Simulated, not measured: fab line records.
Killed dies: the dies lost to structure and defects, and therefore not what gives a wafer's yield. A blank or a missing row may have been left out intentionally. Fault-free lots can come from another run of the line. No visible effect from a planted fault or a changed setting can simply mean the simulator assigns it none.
Which of the tools did it? + flow n5 finfet + at 1 step of a route of 1938, 12 lots with 36 wafers sampled

WHAT EACH GAUGE READ, for each wafer
N5_BEOL_M10_INSPECT_30: inspects for defects (brightfield).
| lot  | measured     | on                | raw defect count |
|------|--------------|-------------------|------------------|
| L075 | day 11 04:23 | defect inspect-02 | 545 371 378      |
| L079 | day 11 13:54 | defect inspect-01 | 464 383 387      |
| L078 | day 11 14:10 | defect inspect-01 | 488 553 514      |
| L083 | day 12 07:27 | defect inspect-01 | 322 315 538      |
| L082 | day 12 10:14 | defect inspect-01 | 495 431 482      |
| L085 | day 13 03:48 | defect inspect-01 | 407 476 410      |
| L086 | day 13 22:29 | defect inspect-01 | 398 457 497      |
| L088 | day 14 11:04 | defect inspect-01 | 410 377 422      |
| L090 | day 14 19:55 | defect inspect-02 | 428 321 391      |
| L092 | day 15 13:00 | defect inspect-02 | 466 470 500      |
| L095 | day 16 08:19 | defect inspect-02 | 414 385 394      |
| L097 | day 16 13:55 | defect inspect-02 | 460 444 470      |

WHAT TOOL EACH LOT RAN ON (gives the tool, then ch and the chambers of the sampled wafers, and finally the start)
The record shows no process step preceding these readings.

THE ANSWER, worked out from the rows above alone
Rule: the usual values come from the lots themselves. Put in order of their means at a reading, lots are off if they are a third of the lots or fewer, leave a main group of 4 or more, and stand apart from it by a gap of 3 or more times the standard deviation of the main group's means; of several such gaps the widest counts. Not used: any main group whose means are identical at the precision the tables above print for the reading. A lot without any number at a reading at which 4 lots or more have one is off too. The other lots that the step has rows for count as sound.
No lot is off at any reading shown: from this, nothing can be told.

WHAT HAD BEEN PUT IN BY THE SIMULATOR
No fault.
